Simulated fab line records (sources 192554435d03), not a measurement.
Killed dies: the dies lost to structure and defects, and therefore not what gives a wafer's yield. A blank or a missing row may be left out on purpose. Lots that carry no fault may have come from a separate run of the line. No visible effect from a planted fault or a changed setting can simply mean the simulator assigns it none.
Which tool is to blame? ; flow n5 finfet ; Sampling: 10 lots, 26 wafers, 4 of 1938 route steps

== WHAT THE GAUGES READ, wafer by wafer ==
N5_GATE_CUT_INSPECT_15: inspects for defects (brightfield).
lot;measured;on;raw defect count
L636;day 5 06:00;defect inspect-02;78 106
L637;day 5 14:19;defect inspect-01;178 125 178
L640;day 6 01:38;defect inspect-02;125 96 97
L642;day 6 17:18;defect inspect-02;97 110 132
L647;day 7 22:31;defect inspect-01;165 154
L648;day 8 13:47;defect inspect-01;83 101
L649;day 8 17:29;defect inspect-01;1315 1259 1317
L650;day 9 00:36;defect inspect-01;1316 1304 1252
L652;day 9 04:09;defect inspect-01;1298 1320 1372
L657;day 10 10:27;defect inspect-02;212 179

== WHICH TOOL RAN EACH LOT (tool, then ch and the chambers of the sampled wafers, then the start) ==
lot;N5_HKMG_FIN_ETCH_67;N5_GATE_CUT_VAPOR_ETCH_60;N5_GATE_CUT_CMP_02
L636;rie diel-05 ch 3, day 4 19:25;rie metal-02 ch 0,1, day 4 21:41;cmp-04 ch 0,1, day 5 05:17
L637;rie diel-03 ch 0,1,2, day 5 08:32;rie metal-02 ch 0,1, day 5 10:47;cmp-02 ch 0,2,3, day 5 13:32
L640;rie diel-05 ch 2,3, day 5 19:34;rie metal-01 ch 0,1, day 5 21:53;cmp-02 ch 2,3, day 6 00:48
L642;rie diel-04 ch 1,2,3, day 6 11:37;rie metal-03 ch 0,1, day 6 13:53;cmp-03 ch 0,1,2, day 6 16:31
L647;rie diel-03 ch 1,2, day 7 16:49;rie metal-02 ch 0,1, day 7 19:07;cmp-04 ch 2,3, day 7 21:52
L648;rie diel-03 ch 0,3, day 8 07:57;rie metal-03 ch 0,1, day 8 10:14;cmp-03 ch 1,2, day 8 13:10
L649;rie diel-05 ch 0,2,3, day 8 10:45;rie metal-03 ch 0,1, day 8 13:03;cmp-04 ch 1,2,3, day 8 16:36
L650;rie diel-03 ch 1,2,3, day 8 16:59;rie metal-01 ch 0,1, day 8 19:19;cmp-04 ch 1,2,3, day 8 23:50
L652;rie diel-05 ch 0,1, day 8 22:17;rie metal-02 ch 0,1, day 9 00:42;cmp-04 ch 0,2, day 9 03:26
L657;rie diel-05 ch 0,2, day 10 04:21;rie metal-02 ch 1, day 10 07:01;cmp-02 ch 1,2, day 10 09:46
- N5_HKMG_FIN_ETCH_67: etches SOC in N2/H2, stops on TiN, target depth 388.9 nm.
- N5_GATE_CUT_VAPOR_ETCH_60: etches HfO2 in BCl3/Cl2.
- N5_GATE_CUT_CMP_02: polishes, stops on SiO2, t overpolish 12.7 s, target thk 0 nm.

== THE ANSWER, worked out from the rows above alone ==
Rule: usual is defined by the lots themselves. Put in order of their means at a reading, lots are off if they are a third of the lots or fewer, leave a main group of 4 or more, and stand apart from it by a gap of 3 or more times the standard deviation of the main group's means; of several such gaps the widest counts. The tables above print the reading to a certain number of digits; a main group whose means all agree to those digits is not used. A lot without any number at a reading at which 4 lots or more have one is off too. The other lots that the step has rows for count as sound.
Off: L649, L650, L652 (N5_GATE_CUT_INSPECT_15, raw defect count). For the main group the mean is 131 and the standard deviation 37.
A tool fits if, at a process step before that reading, it ran every lot that is off, and no sound lot after the first of them. Those tools and the gauges at N5_GATE_CUT_INSPECT_15 are tried in the same way. This does not decide it: 2 tools fit, namely cmp-04 at N5_GATE_CUT_CMP_02 and defect inspect-01 at N5_GATE_CUT_INSPECT_15.

== WHAT THE SIMULATOR HAD INSERTED ==
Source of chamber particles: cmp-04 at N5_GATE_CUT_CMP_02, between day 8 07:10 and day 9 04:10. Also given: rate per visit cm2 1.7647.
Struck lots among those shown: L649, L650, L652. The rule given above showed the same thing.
